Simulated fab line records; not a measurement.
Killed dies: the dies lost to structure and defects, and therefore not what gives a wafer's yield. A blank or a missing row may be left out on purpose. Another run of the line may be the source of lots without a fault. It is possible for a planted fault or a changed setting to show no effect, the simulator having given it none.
The tool behind it: which one? :: flow nand-harc :: 24 lots, 72 wafers sampled, at 5 steps of a route of 1302

WHAT EACH GAUGE READ, for each wafer
NHARC_A_M0_CD_MEAS_16.
lot: L075
measured: day 22 22:41
on: cd-sem-01
cd-nm (nm): 80.5 81.5 80.2

lot: L077
measured: day 23 08:08
on: cd-sem-01
cd-nm (nm): 80.3 79.9 79.2

lot: L076
measured: day 23 14:03
on: cd-sem-02
cd-nm (nm): 80.6 80.8 79.0

lot: L078
measured: day 23 16:07
on: cd-sem-03
cd-nm (nm): 80.4 79.7 81.1

lot: L074
measured: day 23 17:30
on: cd-sem-03
cd-nm (nm): 80.2 79.1 80.8

lot: L081
measured: day 24 15:40
on: cd-sem-03
cd-nm (nm): 78.3 78.3 79.3

lot: L079
measured: day 24 17:29
on: cd-sem-03
cd-nm (nm): 80.8 81.5 79.4

lot: L080
measured: day 24 19:36
on: cd-sem-03
cd-nm (nm): 79.9 78.6 78.1

lot: L083
measured: day 26 00:46
on: cd-sem-02
cd-nm (nm): 80.3 80.6 80.9

lot: L082
measured: day 26 04:15
on: cd-sem-02
cd-nm (nm): 81.9 81.2 81.2

lot: L085
measured: day 27 02:13
on: cd-sem-01
cd-nm (nm): 79.8 79.8 81.8

lot: L084
measured: day 27 14:07
on: cd-sem-02
cd-nm (nm): 81.5 81.0 81.7

lot: L086
measured: day 27 18:40
on: cd-sem-03
cd-nm (nm): 80.4 79.7 80.4

lot: L087
measured: day 28 19:01
on: cd-sem-02
cd-nm (nm): 82.2 80.7 81.8

lot: L090
measured: day 28 19:46
on: cd-sem-02
cd-nm (nm): 80.4 81.8 81.1

lot: L088
measured: day 28 23:29
on: cd-sem-01
cd-nm (nm): 79.5 80.8 79.8

lot: L089
measured: day 29 01:31
on: cd-sem-03
cd-nm (nm): 82.7 82.5 83.1

lot: L091
measured: day 29 06:52
on: cd-sem-03
cd-nm (nm): 79.9 79.4 80.4

lot: L092
measured: day 30 13:09
on: cd-sem-01
cd-nm (nm): 81.0 82.2 81.1

lot: L093
measured: day 30 22:25
on: cd-sem-03
cd-nm (nm): 79.0 79.7 79.5

lot: L095
measured: day 31 20:50
on: cd-sem-03
cd-nm (nm): 81.7 82.0 81.8

lot: L096
measured: day 31 23:00
on: cd-sem-02
cd-nm (nm): 81.3 80.8 80.1

lot: L094
measured: day 32 02:20
on: cd-sem-01
cd-nm (nm): 80.6 81.3 80.7

lot: L097
measured: day 32 17:30
on: cd-sem-02
cd-nm (nm): 81.6 81.1 80.1

NHARC_A_M1_THK_MEAS_24: measures by xrf.
lot: L075
measured: day 23 04:44
on: film-metro-02
thk-nm (nm): 154.5 152.9 155.0

lot: L077
measured: day 23 14:16
on: film-metro-01
thk-nm (nm): 155.7 153.4 155.2

lot: L076
measured: day 23 20:54
on: film-metro-02
thk-nm (nm): 153.3 156.3 154.3

lot: L078
measured: day 23 22:43
on: film-metro-01
thk-nm (nm): 156.8 156.2 156.4

lot: L074
measured: day 23 23:41
on: film-metro-02
thk-nm (nm): 154.1 151.3 156.1

lot: L081
measured: day 24 21:55
on: film-metro-01
thk-nm (nm): 154.9 153.5 156.6

lot: L079
measured: day 24 23:51
on: film-metro-02
thk-nm (nm): 153.8 153.1 153.8

lot: L080
measured: day 25 01:58
on: film-metro-02
thk-nm (nm): 155.2 152.0 154.7

lot: L083
measured: day 26 06:56
on: film-metro-02
thk-nm (nm): 155.2 156.5 156.3

lot: L082
measured: day 26 10:31
on: film-metro-01
thk-nm (nm): 154.4 154.0 155.8

lot: L085
measured: day 27 08:25
on: film-metro-02
thk-nm (nm): 157.2 155.0 153.0

lot: L084
measured: day 27 20:09
on: film-metro-01
thk-nm (nm): 155.3 153.9 155.5

lot: L086
measured: day 28 08:07
on: film-metro-02
thk-nm (nm): 153.0 155.4 156.0

lot: L087
measured: day 29 01:13
on: film-metro-01
thk-nm (nm): 153.6 153.7 155.4

lot: L090
measured: day 29 03:11
on: film-metro-02
thk-nm (nm): 155.3 156.6 153.2

lot: L088
measured: day 29 05:40
on: film-metro-01
thk-nm (nm): 155.7 152.7 156.2

lot: L089
measured: day 29 07:37
on: film-metro-01
thk-nm (nm): 153.8 155.0 153.8

lot: L091
measured: day 29 13:02
on: film-metro-01
thk-nm (nm): 155.9 152.2 156.4

lot: L092
measured: day 30 19:22
on: film-metro-01
thk-nm (nm): 153.7 154.3 150.1

lot: L093
measured: day 31 04:51
on: film-metro-01
thk-nm (nm): 154.4 154.7 155.0

lot: L095
measured: day 32 03:04
on: film-metro-02
thk-nm (nm): 153.1 151.3 153.7

lot: L096
measured: day 32 05:18
on: film-metro-02
thk-nm (nm): 153.9 154.7 152.4

lot: L094
measured: day 32 09:06
on: film-metro-02
thk-nm (nm): 157.4 153.0 154.4

lot: L097
measured: day 32 23:38
on: film-metro-02
thk-nm (nm): 155.0 152.9 155.1

NHARC_A_M1_INSPECT_27.
lot: L075
measured: day 23 04:54
on: defect-inspect-01
raw-defect-count: 520 530 476

lot: L077
measured: day 23 14:25
on: defect-inspect-01
raw-defect-count: 592 424 526

lot: L076
measured: day 23 21:04
on: defect-inspect-01
raw-defect-count: 455 547 582

lot: L078
measured: day 23 22:52
on: defect-inspect-02
raw-defect-count: 526 587 607

lot: L074
measured: day 23 23:50
on: defect-inspect-02
raw-defect-count: 375 544 387

lot: L081
measured: day 24 22:04
on: defect-inspect-02
raw-defect-count: 550 491 616

lot: L079
measured: day 25 00:00
on: defect-inspect-02
raw-defect-count: 426 414 417

lot: L080
measured: day 25 02:07
on: defect-inspect-02
raw-defect-count: 432 529 362

lot: L083
measured: day 26 07:05
on: defect-inspect-01
raw-defect-count: 519 531 473

lot: L082
measured: day 26 10:40
on: defect-inspect-01
raw-defect-count: 949 493 563

lot: L085
measured: day 27 08:34
on: defect-inspect-02
raw-defect-count: 405 665 458

lot: L084
measured: day 27 20:18
on: defect-inspect-01
raw-defect-count: 572 489 544

lot: L086
measured: day 28 08:17
on: defect-inspect-02
raw-defect-count: 406 564 413

lot: L087
measured: day 29 01:23
on: defect-inspect-02
raw-defect-count: 738 588 599

lot: L090
measured: day 29 03:21
on: defect-inspect-02
raw-defect-count: 378 375 398

lot: L088
measured: day 29 05:50
on: defect-inspect-01
raw-defect-count: 431 630 481

lot: L089
measured: day 29 07:46
on: defect-inspect-01
raw-defect-count: 465 454 631

lot: L091
measured: day 29 13:12
on: defect-inspect-02
raw-defect-count: 480 506 574

lot: L092
measured: day 30 19:31
on: defect-inspect-01
raw-defect-count: 516 432 559

lot: L093
measured: day 31 05:00
on: defect-inspect-02
raw-defect-count: 688 446 492

lot: L095
measured: day 32 03:13
on: defect-inspect-01
raw-defect-count: 496 556 353

lot: L096
measured: day 32 05:28
on: defect-inspect-01
raw-defect-count: 526 243 380

lot: L094
measured: day 32 09:16
on: defect-inspect-01
raw-defect-count: 600 414 437

lot: L097
measured: day 32 23:48
on: defect-inspect-01
raw-defect-count: 436 432 512

WHICH TOOL RAN EACH LOT (tool, then ch and the chambers of the sampled wafers, then the start)
lot: L075
NHARC_A_M1_ETCH_35: rie-diel-02 ch 0,2,3, day 23 02:23
NHARC_A_M1_ANNEAL_31: rtp-anneal-02 ch 0, day 23 04:05

lot: L077
NHARC_A_M1_ETCH_35: rie-diel-02 ch 0,2,3, day 23 11:53
NHARC_A_M1_ANNEAL_31: rtp-anneal-02 ch 0, day 23 13:37

lot: L076
NHARC_A_M1_ETCH_35: rie-diel-02 ch 0,3, day 23 18:33
NHARC_A_M1_ANNEAL_31: rtp-anneal-01 ch 0, day 23 20:20

lot: L078
NHARC_A_M1_ETCH_35: rie-diel-02 ch 1,2, day 23 20:18
NHARC_A_M1_ANNEAL_31: rtp-anneal-01 ch 0, day 23 22:02

lot: L074
NHARC_A_M1_ETCH_35: rie-diel-03 ch 1,2,3, day 23 21:22
NHARC_A_M1_ANNEAL_31: rtp-anneal-01 ch 0, day 23 23:08

lot: L081
NHARC_A_M1_ETCH_35: rie-diel-03 ch 1,2, day 24 19:32
NHARC_A_M1_ANNEAL_31: rtp-anneal-01 ch 0, day 24 21:16

lot: L079
NHARC_A_M1_ETCH_35: rie-diel-07 ch 0,1,3, day 24 21:28
NHARC_A_M1_ANNEAL_31: rtp-anneal-02 ch 0, day 24 23:14

lot: L080
NHARC_A_M1_ETCH_35: rie-diel-03 ch 1,2,3, day 24 23:29
NHARC_A_M1_ANNEAL_31: rtp-anneal-01 ch 0, day 25 01:21

lot: L083
NHARC_A_M1_ETCH_35: rie-diel-03 ch 2,3, day 26 04:32
NHARC_A_M1_ANNEAL_31: rtp-anneal-02 ch 0, day 26 06:16

lot: L082
NHARC_A_M1_ETCH_35: rie-diel-02 ch 1,2,3, day 26 08:06
NHARC_A_M1_ANNEAL_31: rtp-anneal-01 ch 0, day 26 09:52

lot: L085
NHARC_A_M1_ETCH_35: rie-diel-07 ch 0,1, day 27 06:03
NHARC_A_M1_ANNEAL_31: rtp-anneal-01 ch 0, day 27 07:45

lot: L084
NHARC_A_M1_ETCH_35: rie-diel-07 ch 0,1,3, day 27 17:49
NHARC_A_M1_ANNEAL_31: rtp-anneal-01 ch 0, day 27 19:29

lot: L086
NHARC_A_M1_ETCH_35: rie-diel-02 ch 0,1,3, day 27 22:23
NHARC_A_M1_ANNEAL_31: rtp-anneal-01 ch 0, day 28 07:31

lot: L087
NHARC_A_M1_ETCH_35: rie-diel-02 ch 0,1,2, day 28 22:54
NHARC_A_M1_ANNEAL_31: rtp-anneal-01 ch 0, day 29 00:37

lot: L090
NHARC_A_M1_ETCH_35: rie-diel-02 ch 1,2, day 29 00:50
NHARC_A_M1_ANNEAL_31: rtp-anneal-02 ch 0, day 29 02:38

lot: L088
NHARC_A_M1_ETCH_35: rie-diel-02 ch 2,3, day 29 03:21
NHARC_A_M1_ANNEAL_31: rtp-anneal-01 ch 0, day 29 05:04

lot: L089
NHARC_A_M1_ETCH_35: rie-diel-07 ch 0,2,3, day 29 05:17
NHARC_A_M1_ANNEAL_31: rtp-anneal-02 ch 0, day 29 06:57

lot: L091
NHARC_A_M1_ETCH_35: rie-diel-02 ch 0,1,2, day 29 10:43
NHARC_A_M1_ANNEAL_31: rtp-anneal-02 ch 0, day 29 12:23

lot: L092
NHARC_A_M1_ETCH_35: rie-diel-07 ch 1,2,3, day 30 16:58
NHARC_A_M1_ANNEAL_31: rtp-anneal-02 ch 0, day 30 18:42

lot: L093
NHARC_A_M1_ETCH_35: rie-diel-02 ch 0,2, day 31 02:26
NHARC_A_M1_ANNEAL_31: rtp-anneal-01 ch 0, day 31 04:10

lot: L095
NHARC_A_M1_ETCH_35: rie-diel-07 ch 1,2,3, day 32 00:43
NHARC_A_M1_ANNEAL_31: rtp-anneal-01 ch 0, day 32 02:24

lot: L096
NHARC_A_M1_ETCH_35: rie-diel-02 ch 0,1,3, day 32 02:56
NHARC_A_M1_ANNEAL_31: rtp-anneal-01 ch 0, day 32 04:38

lot: L094
NHARC_A_M1_ETCH_35: rie-diel-07 ch 0,1,2, day 32 06:23
NHARC_A_M1_ANNEAL_31: rtp-anneal-01 ch 0, day 32 08:08

lot: L097
NHARC_A_M1_ETCH_35: rie-diel-02 ch 0,3, day 32 21:17
NHARC_A_M1_ANNEAL_31: rtp-anneal-01 ch 0, day 32 23:04
- NHARC_A_M1_ETCH_35: etches the open film in N2/H2, target depth 40 nm, overetch 12 nm, time 43.94 s.
- NHARC_A_M1_ANNEAL_31: time 90 s.

WHAT THE TOOLS THEMSELVES READ (means of the sampled wafers that have a number; where no wafer has one, the mark that the record gives instead)
NHARC_A_M1_ETCH_35.
lot: L075
tool: rie-diel-02
drypump-motor-current-A (A): 5.8
oes-product-au (a.u.): 1.002
rf-fwd-power-W (W): 396.1
rf-vpp-V (V): 432.6
showerhead-plenum-p-Torr (Torr): 2.12
throttle-valve-pct (%): 14.163

lot: L077
tool: rie-diel-02
drypump-motor-current-A (A): 5.8
oes-product-au (a.u.): 0.994
rf-fwd-power-W (W): 395.0
rf-vpp-V (V): 432.4
showerhead-plenum-p-Torr (Torr): 2.12
throttle-valve-pct (%): 14.172

lot: L076
tool: rie-diel-02
drypump-motor-current-A (A): 5.7
oes-product-au (a.u.): 0.998
rf-fwd-power-W (W): 394.5
rf-vpp-V (V): 431.4
showerhead-plenum-p-Torr (Torr): 2.08
throttle-valve-pct (%): 14.170

lot: L078
tool: rie-diel-02
drypump-motor-current-A (A): 5.8
oes-product-au (a.u.): 1.002
rf-fwd-power-W (W): 397.0
rf-vpp-V (V): 432.8
showerhead-plenum-p-Torr (Torr): 2.13
throttle-valve-pct (%): 14.173

lot: L074
tool: rie-diel-03
drypump-motor-current-A (A): 5.5
oes-product-au (a.u.): 1.003
rf-fwd-power-W (W): 395.6
rf-vpp-V (V): 432.1
showerhead-plenum-p-Torr (Torr): 2.09
throttle-valve-pct (%): 14.165

lot: L081
tool: rie-diel-03
drypump-motor-current-A (A): 5.4
oes-product-au (a.u.): 1.007
rf-fwd-power-W (W): 396.4
rf-vpp-V (V): 430.3
showerhead-plenum-p-Torr (Torr): 2.05
throttle-valve-pct (%): 14.175

lot: L079
tool: rie-diel-07
drypump-motor-current-A (A): 5.6
oes-product-au (a.u.): 0.995
rf-fwd-power-W (W): 393.9
rf-vpp-V (V): 432.4
showerhead-plenum-p-Torr (Torr): 2.12
throttle-valve-pct (%): 14.182

lot: L080
tool: rie-diel-03
drypump-motor-current-A (A): 5.5
oes-product-au (a.u.): 0.999
rf-fwd-power-W (W): 395.3
rf-vpp-V (V): 432.0
showerhead-plenum-p-Torr (Torr): 2.09
throttle-valve-pct (%): 14.174

lot: L083
tool: rie-diel-03
drypump-motor-current-A (A): 5.5
oes-product-au (a.u.): 0.993
rf-fwd-power-W (W): 394.0
rf-vpp-V (V): 430.6
showerhead-plenum-p-Torr (Torr): 2.06
throttle-valve-pct (%): 14.161

lot: L082
tool: rie-diel-02
drypump-motor-current-A (A): 5.9
oes-product-au (a.u.): 0.988
rf-fwd-power-W (W): 396.4
rf-vpp-V (V): 434.0
showerhead-plenum-p-Torr (Torr): 2.14
throttle-valve-pct (%): 14.167

lot: L085
tool: rie-diel-07
drypump-motor-current-A (A): 5.4
oes-product-au (a.u.): 0.994
rf-fwd-power-W (W): 396.1
rf-vpp-V (V): 432.8
showerhead-plenum-p-Torr (Torr): 2.14
throttle-valve-pct (%): 14.175

lot: L084
tool: rie-diel-07
drypump-motor-current-A (A): 5.6
oes-product-au (a.u.): 0.999
rf-fwd-power-W (W): 394.5
rf-vpp-V (V): 433.1
showerhead-plenum-p-Torr (Torr): 2.12
throttle-valve-pct (%): 14.167

lot: L086
tool: rie-diel-02
drypump-motor-current-A (A): 5.7
oes-product-au (a.u.): 1.000
rf-fwd-power-W (W): 395.1
rf-vpp-V (V): 432.2
showerhead-plenum-p-Torr (Torr): 2.11
throttle-valve-pct (%): 14.166

lot: L087
tool: rie-diel-02
drypump-motor-current-A (A): 5.8
oes-product-au (a.u.): 1.000
rf-fwd-power-W (W): 395.5
rf-vpp-V (V): 431.6
showerhead-plenum-p-Torr (Torr): 2.10
throttle-valve-pct (%): 14.161

lot: L090
tool: rie-diel-02
drypump-motor-current-A (A): 5.9
oes-product-au (a.u.): 1.003
rf-fwd-power-W (W): 396.8
rf-vpp-V (V): 432.3
showerhead-plenum-p-Torr (Torr): 2.13
throttle-valve-pct (%): 14.161

lot: L088
tool: rie-diel-02
drypump-motor-current-A (A): 5.9
oes-product-au (a.u.): 1.005
rf-fwd-power-W (W): 396.0
rf-vpp-V (V): 433.4
showerhead-plenum-p-Torr (Torr): 2.16
throttle-valve-pct (%): 14.167

lot: L089
tool: rie-diel-07
drypump-motor-current-A (A): 6.0
oes-product-au (a.u.): 0.990
rf-fwd-power-W (W): 393.4
rf-vpp-V (V): 431.2
showerhead-plenum-p-Torr (Torr): 2.05
throttle-valve-pct (%): 14.165

lot: L091
tool: rie-diel-02
drypump-motor-current-A (A): 5.8
oes-product-au (a.u.): 0.999
rf-fwd-power-W (W): 395.1
rf-vpp-V (V): 432.6
showerhead-plenum-p-Torr (Torr): 2.10
throttle-valve-pct (%): 14.166

lot: L092
tool: rie-diel-07
drypump-motor-current-A (A): 5.8
oes-product-au (a.u.): 0.999
rf-fwd-power-W (W): 393.5
rf-vpp-V (V): 431.4
showerhead-plenum-p-Torr (Torr): 2.07
throttle-valve-pct (%): 14.176

lot: L093
tool: rie-diel-02
drypump-motor-current-A (A): 5.7
oes-product-au (a.u.): 0.995
rf-fwd-power-W (W): 393.9
rf-vpp-V (V): 431.9
showerhead-plenum-p-Torr (Torr): 2.08
throttle-valve-pct (%): 14.171

lot: L095
tool: rie-diel-07
drypump-motor-current-A (A): 5.9
oes-product-au (a.u.): 0.994
rf-fwd-power-W (W): 393.5
rf-vpp-V (V): 431.0
showerhead-plenum-p-Torr (Torr): 2.07
throttle-valve-pct (%): 14.165

lot: L096
tool: rie-diel-02
drypump-motor-current-A (A): 5.7
oes-product-au (a.u.): 0.995
rf-fwd-power-W (W): 394.3
rf-vpp-V (V): 432.2
showerhead-plenum-p-Torr (Torr): 2.11
throttle-valve-pct (%): 14.172

lot: L094
tool: rie-diel-07
drypump-motor-current-A (A): 5.7
oes-product-au (a.u.): 0.988
rf-fwd-power-W (W): 394.5
rf-vpp-V (V): 432.2
showerhead-plenum-p-Torr (Torr): 2.09
throttle-valve-pct (%): 14.174

lot: L097
tool: rie-diel-02
drypump-motor-current-A (A): 5.7
oes-product-au (a.u.): 1.009
rf-fwd-power-W (W): 393.9
rf-vpp-V (V): 431.6
showerhead-plenum-p-Torr (Torr): 2.08
throttle-valve-pct (%): 14.175

NHARC_A_M1_ANNEAL_31.
lot: L075
tool: rtp-anneal-02
wafer_temp_C_max: 226.08

lot: L077
tool: rtp-anneal-02
wafer_temp_C_max: 226.20

lot: L076
tool: rtp-anneal-01
wafer_temp_C_max: 225.66

lot: L078
tool: rtp-anneal-01
wafer_temp_C_max: 226.11

lot: L074
tool: rtp-anneal-01
wafer_temp_C_max: 225.88

lot: L081
tool: rtp-anneal-01
wafer_temp_C_max: 226.04

lot: L079
tool: rtp-anneal-02
wafer_temp_C_max: 226.05

lot: L080
tool: rtp-anneal-01
wafer_temp_C_max: 225.91

lot: L083
tool: rtp-anneal-02
wafer_temp_C_max: 226.01

lot: L082
tool: rtp-anneal-01
wafer_temp_C_max: 225.73

lot: L085
tool: rtp-anneal-01
wafer_temp_C_max: 225.70

lot: L084
tool: rtp-anneal-01
wafer_temp_C_max: 225.66

lot: L086
tool: rtp-anneal-01
wafer_temp_C_max: 226.00

lot: L087
tool: rtp-anneal-01
wafer_temp_C_max: 225.84

lot: L090
tool: rtp-anneal-02
wafer_temp_C_max: 226.12

lot: L088
tool: rtp-anneal-01
wafer_temp_C_max: 226.06

lot: L089
tool: rtp-anneal-02
wafer_temp_C_max: 225.71

lot: L091
tool: rtp-anneal-02
wafer_temp_C_max: 226.10

lot: L092
tool: rtp-anneal-02
wafer_temp_C_max: 225.84

lot: L093
tool: rtp-anneal-01
wafer_temp_C_max: 225.93

lot: L095
tool: rtp-anneal-01
wafer_temp_C_max: 225.67

lot: L096
tool: rtp-anneal-01
wafer_temp_C_max: 225.92

lot: L094
tool: rtp-anneal-01
wafer_temp_C_max: 225.96

lot: L097
tool: rtp-anneal-01
wafer_temp_C_max: 225.91

THE ANSWER, worked out from the rows above alone
Rule: the usual values come from the lots themselves. Put in order of their means at a reading, lots are off if they are a third of the lots or fewer, leave a main group of 4 or more, and stand apart from it by a gap of 3 or more times the standard deviation of the main group's means; of several such gaps the widest counts. If all means in a main group match to the digits the tables above print for the reading, that group is not used. Also off: a lot with no number at a reading for which 4 or more lots have one. Where the step has rows for the other lots, those lots are counted as sound. First the gauges in route order, then the tools' own readings, where a lot's mean is used as printed above. At the first step where some lot is off, the reading lying furthest off is the one used; lots without a number count as furthest.
Nothing can be told from this: no lot is off at any reading shown.

WHAT HAD BEEN PUT IN BY THE SIMULATOR
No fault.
